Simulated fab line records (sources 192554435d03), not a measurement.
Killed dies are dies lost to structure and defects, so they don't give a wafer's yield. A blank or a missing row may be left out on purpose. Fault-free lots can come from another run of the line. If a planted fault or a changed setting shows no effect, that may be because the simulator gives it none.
Split-lot trial	flow n5Finfet	21 wafers read across 7 lots, on a route 1938 steps long

## THE SPLIT ITSELF
At N5_WELL_APT_PEB_23 (peb time 90 s), the setting pebTimeS was moved away from the recipe's 90 s on 8 of the 21 wafers read, by -18.8% to +18.2%. For the rest of the wafers, this setting stayed at what the recipe calls for.

## FROM THE SPLIT TO THE READING: what the file shows between them, 2 steps
- N5_WELL_APT_DEVELOP_24: develop time 45 s (also split here: developTimeS)
- N5_WELL_APT_HARDBAKE_29: time 120 s

## THE READING
cdNm at N5_WELL_APT_CD_MEAS_25, given in nm (cd target 200 nm). A value of 198.7 nm with a standard deviation of 2 nm is what fault-free wafers of this fab line usually give.

wafer	tool, chamber at the split	pebTimeS as run, s	against the recipe	cdNm, nm	against lot-mates on the recipe
L076.1	lithoTrack-05, 0	90	recipe	199.4	-
L076.4	lithoTrack-05, 0	77.54	-13.8%	195.4	-4.6
L076.6	lithoTrack-05, 0	90	recipe	200.6	-
L079.1	lithoTrack-03, 0	75.07	-16.6%	190.9	-8.5
L079.3	lithoTrack-03, 0	90	recipe	198.4	-
L079.6	lithoTrack-03, 0	90	recipe	200.5	-
L080.1	lithoTrack-05, 0	99.2	+10.2%	203.2	+1.9
L080.3	lithoTrack-05, 0	99.2	+10.2%	203.1	+1.8
L080.4	lithoTrack-05, 0	90	recipe	201.3	-
L082.2	lithoTrack-03, 0	90	recipe	199.2	-
L082.3	lithoTrack-03, 0	106.4	+18.2%	204.2	+5.0
L082.5	lithoTrack-03, 0	106.4	+18.2%	203.7	+4.5
L086.2	lithoTrack-03, 0	90	recipe	194.1	-
L086.3	lithoTrack-03, 0	90	recipe	195.4	-
L086.5	lithoTrack-03, 0	90	recipe	199.4	-
L089.2	lithoTrack-05, 0	73.09	-18.8%	190.1	-12.1
L089.4	lithoTrack-05, 0	90	recipe	202.2	-
L089.6	lithoTrack-05, 0	73.09	-18.8%	191.4	-10.8
L090.1	lithoTrack-01, 0	90	recipe	197.6	-
L090.5	lithoTrack-01, 0	90	recipe	196.4	-
L090.6	lithoTrack-01, 0	90	recipe	196.3	-

THE FIT
A straight line over all 21 wafers: cdNm changes by +0.368 nm for each +1% of pebTimeS; r = +0.88; the points scatter about the line by 2.1 nm.
The same after taking each lot's own level away (the mean of its wafers on the recipe; 21 wafers): +0.409 nm for each +1%; r = +0.92; scatter 1.8 nm.
The reading moves by 7.7 nm for the largest change in pebTimeS, on that fit.
The span of the lots' own levels, 196.30 to 202.20 nm, comes to 3.0 times the standard deviation stated above.
So the slope is not independent of the lot-to-lot level: the two fits are not the same.
Check: -7.61 nm against its lot-mates is what the line predicts for one of the wafers moved furthest among these (-18.8%) when that wafer is left out of the fit. Against them it came out at -12.1 nm.

## ADDITIONAL SPLITS CARRIED BY THESE WAFERS
Other splits were also applied to these wafers ahead of the reading. Each is held against what the fit with the lots' levels taken away leaves over:
other split on the same wafers	wafers away from the commonest value	r with cdNm (lot level and that fit taken away)
N5_WELL_APT_DEVELOP_24 developTimeS	7	-0.11

## THE WHOLE CHAIN: every reading that the file lists as answering this split, in the file's order
step	what it does	reading	change (the file's fit)	r (the file's)
N5_WELL_APT_CD_MEAS_25	target cd 200 nm	cdNm	+0.42 nm for each +1% of the setting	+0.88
N5_WELL_APT_DESCUM_30	chemistry O2, time 7.9 s	WELL_APT.cdNm (the simulator's own value, which no gauge read)	+0.407 nm for each +1% of the setting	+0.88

## THE FILE'S OWN FIT
cdNm changes by +0.42 nm for each +1% of pebTimeS, r = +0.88.
